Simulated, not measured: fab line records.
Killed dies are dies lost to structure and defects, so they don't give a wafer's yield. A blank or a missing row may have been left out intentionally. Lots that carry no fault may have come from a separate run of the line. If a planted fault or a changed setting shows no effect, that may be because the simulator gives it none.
Chamber matching / flow nandHarc / cmp-04 running NHARC_A_CONTACT_CMP_20: 4 sister chambers
The step polishes, t overpolish 30 s, target thk 300 nm. 4 wafers are shown with their chamber, then 7 later ones without.

## WAFERS, EACH WITH ITS CHAMBER
wafer=L086.4; chamber=3; motorCurrentA (A)=12.1
wafer=L086.6; chamber=2; motorCurrentA (A)=13.0
wafer=L090.1; chamber=0; motorCurrentA (A)=14.8
wafer=L090.2; chamber=1; motorCurrentA (A)=9.6

## WAFERS WHOSE CHAMBER IS MISSING
wafer=L090.6; motorCurrentA (A)=12.5
wafer=L089.1; motorCurrentA (A)=12.4
wafer=L089.2; motorCurrentA (A)=14.4
wafer=L089.4; motorCurrentA (A)=9.9
wafer=L092.1; motorCurrentA (A)=11.6
wafer=L092.3; motorCurrentA (A)=9.5
wafer=L092.5; motorCurrentA (A)=11.8

## CHAMBER TAKEN BY EACH
wafer=L090.6; from the rows above=can't be placed: 3 or 2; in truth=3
wafer=L089.1; from the rows above=can't be placed: 3 or 2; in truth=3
wafer=L089.2; from the rows above=0; in truth=0
wafer=L089.4; from the rows above=1; in truth=1
wafer=L092.1; from the rows above=3; in truth=3
wafer=L092.3; from the rows above=1; in truth=1
wafer=L092.5; from the rows above=3; in truth=3
Placed correctly: 5 of 7. Cannot be placed on the basis of these rows: 2; the candidates contain the true chamber in 2. Wrongly placed: 0.
How it was worked out, from the rows above alone: a wafer's distance from a chamber is the root of the sum, over the readings, of the square of ((its reading less the chamber's mean) divided by the reading's scatter). The wafer belongs to the nearest chamber; if the next one is less than 2 further off, it can't be placed. Each chamber's mean is taken over the wafers shown for it. The scatter: root of mean squared gap, hidden wafer to nearest shown wafer, with one shown wafer a chamber.
